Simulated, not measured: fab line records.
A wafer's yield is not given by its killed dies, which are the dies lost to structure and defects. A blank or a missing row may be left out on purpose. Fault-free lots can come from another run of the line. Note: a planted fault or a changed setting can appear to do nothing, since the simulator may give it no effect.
Chamber matching :: flow nand-harc :: NHARC_A_M0_PRE_CLEAN_31 on pecvd-04 has 3 sister chambers
The step time 12 s. 6 wafers are shown with their chamber, then 7 later ones without.

WAFERS, EACH WITH ITS CHAMBER
wafer: L602.2
chamber: 1
heater-power-w (W): 620

wafer: L606.1
chamber: 1
heater-power-w (W): 740

wafer: L606.2
chamber: 0
heater-power-w (W): 636

wafer: L606.4
chamber: 2
heater-power-w (W): 763

wafer: L607.1
chamber: 2
heater-power-w (W): 757

wafer: L607.4
chamber: 0
heater-power-w (W): 736

WAFERS WHOSE CHAMBER IS MISSING
wafer: L607.6
heater-power-w (W): 638

wafer: L608.1
heater-power-w (W): 744

wafer: L608.4
heater-power-w (W): 728

wafer: L608.5
heater-power-w (W): 651

wafer: L610.1
heater-power-w (W): 737

wafer: L610.3
heater-power-w (W): 726

wafer: L610.4
heater-power-w (W): 726

CHAMBER TAKEN BY EACH
wafer: L607.6
from the rows above: can't be placed: 1 or 0 or 2
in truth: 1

wafer: L608.1
from the rows above: can't be placed: 2 or 0 or 1
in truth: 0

wafer: L608.4
from the rows above: can't be placed: 2 or 0 or 1
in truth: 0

wafer: L608.5
from the rows above: can't be placed: 1 or 0 or 2
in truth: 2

wafer: L610.1
from the rows above: can't be placed: 2 or 0 or 1
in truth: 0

wafer: L610.3
from the rows above: can't be placed: 2 or 0 or 1
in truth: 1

wafer: L610.4
from the rows above: can't be placed: 2 or 0 or 1
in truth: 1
0 of 7 placed correctly. Not placeable from these rows: 7 (in 7, the candidates include the true chamber). 0 placed wrongly.
How it was worked out, from the rows above alone: a wafer's distance from a chamber is the root of the sum, over the readings, of the square of ((its reading less the chamber's mean) divided by the reading's scatter). If the next closest chamber is less than 2 further off than the closest, the wafer can't be placed; otherwise it belongs to the closest. The mean given for a chamber averages the wafers shown for that chamber. The scatter: the root of (the sum of the squares of (reading less its chamber's mean) over the shown wafers, divided by (wafers less chambers)).
